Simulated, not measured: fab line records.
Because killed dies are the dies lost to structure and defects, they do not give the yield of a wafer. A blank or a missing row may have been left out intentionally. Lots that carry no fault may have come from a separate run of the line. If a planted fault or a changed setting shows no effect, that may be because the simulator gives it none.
Matching of chambers + flow nand-harc + NHARC_P_ZERO_WELL_DESCUM_39 on rie-diel-04 has 4 sister chambers
The step chemistry O2, time 3 s. 8 wafers are shown with their chamber, then 9 later ones without.

== EACH WAFER AND ITS CHAMBER ==
| wafer  | chamber | showerhead-plenum-p-Torr (Torr) | oes-product-au (a.u.) |
|--------|---------|---------------------------------|-----------------------|
| L080.6 | 3       | 1.89                            | 0.987                 |
| L082.4 | 1       | 2.05                            | 0.993                 |
| L082.6 | 1       | 2.05                            | 1.003                 |
| L083.2 | 0       | 2.01                            | 1.000                 |
| L083.3 | 3       | 1.88                            | 0.990                 |
| L089.2 | 0       | 2.00                            | 0.993                 |
| L089.3 | 2       | 1.77                            | 1.004                 |
| L089.6 | 2       | 1.77                            | 1.017                 |

== WAFERS WITHOUT THEIR CHAMBER ==
| wafer  | showerhead-plenum-p-Torr (Torr) | oes-product-au (a.u.) |
|--------|---------------------------------|-----------------------|
| L091.2 | 1.77                            | 1.017                 |
| L091.3 | 2.00                            | 1.002                 |
| L091.4 | 2.04                            | 0.994                 |
| L092.4 | 1.88                            | 1.025                 |
| L092.5 | 1.88                            | 1.028                 |
| L092.6 | 1.77                            | 1.032                 |
| L094.1 | 1.77                            | 1.016                 |
| L094.4 | 2.03                            | 0.970                 |
| L094.5 | 2.00                            | 0.999                 |

== THE CHAMBER EACH PASSED THROUGH ==
| wafer  | from the rows above     | in truth |
|--------|-------------------------|----------|
| L091.2 | 2                       | 2        |
| L091.3 | 0                       | 0        |
| L091.4 | 1                       | 1        |
| L092.4 | 3                       | 3        |
| L092.5 | 3                       | 3        |
| L092.6 | 2                       | 2        |
| L094.1 | 2                       | 2        |
| L094.4 | can't be placed: 1 or 0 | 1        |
| L094.5 | 0                       | 0        |
Placed correctly: 8 of 9. Can't be placed from these rows: 1 (the true chamber is among the candidates in 1). Number placed wrongly: 0.
How it was worked out, from the rows above alone: a wafer's distance from a chamber is the root of the sum, over the readings, of the square of ((its reading less the chamber's mean) divided by the reading's scatter). The wafer belongs to the nearest chamber; if the next one is less than 2 further off, it can't be placed. The mean given for a chamber averages the wafers shown for that chamber. The scatter: take each reading less its chamber's mean, square it, sum over the shown wafers, divide by the number of wafers less the number of chambers, and take the root.
